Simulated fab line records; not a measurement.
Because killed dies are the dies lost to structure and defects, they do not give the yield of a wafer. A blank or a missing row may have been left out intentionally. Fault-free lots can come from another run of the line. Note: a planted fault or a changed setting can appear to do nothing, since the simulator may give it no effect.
Matching of chambers | flow nand harc | cmp-02 running NHARC_P_BONDPAD_CMP_19: 4 sister chambers
The step polishes, t overpolish 30 s, cu recess touch 16 s, target thk 160.81 nm. 4 wafers are shown with their chamber, then 9 later ones without.

== EACH WAFER AND ITS CHAMBER ==
wafer  | chamber | motor current A (A)
L077.2 | 0       | 12.2
L084.5 | 2       | 11.6
L089.3 | 3       | 13.1
L089.5 | 1       | 12.8

== WAFERS WHOSE CHAMBER IS MISSING ==
wafer  | motor current A (A)
L091.1 | 13.2
L091.5 | 12.6
L091.6 | 11.8
L093.2 | 10.9
L093.3 | 12.4
L093.6 | 12.6
L096.1 | 11.6
L096.2 | 11.2
L096.3 | 12.3

== WHICH CHAMBER EACH WENT THROUGH ==
wafer  | from the rows above               | in truth
L091.1 | can't be placed: 3 or 1           | 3
L091.5 | can't be placed: 1 or 0 or 3      | 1
L091.6 | can't be placed: 2 or 0           | 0
L093.2 | can't be placed: 2 or 0           | 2
L093.3 | can't be placed: 0 or 1 or 3 or 2 | 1
L093.6 | can't be placed: 1 or 0 or 3      | 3
L096.1 | can't be placed: 2 or 0           | 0
L096.2 | can't be placed: 2 or 0           | 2
L096.3 | can't be placed: 0 or 1 or 2      | 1
Correct placement for 0 of the 9. These rows do not allow placing 9 (true chamber among the candidates in 9). 0 placed wrongly.
How it was worked out, from the rows above alone: a wafer's distance from a chamber is the root of the sum, over the readings, of the square of ((its reading less the chamber's mean) divided by the reading's scatter). The wafer belongs to the nearest chamber; if the next one is less than 2 further off, it can't be placed. A chamber's mean is the mean of its shown wafers. The scatter: root of mean squared gap, hidden wafer to nearest shown wafer, with one shown wafer a chamber.
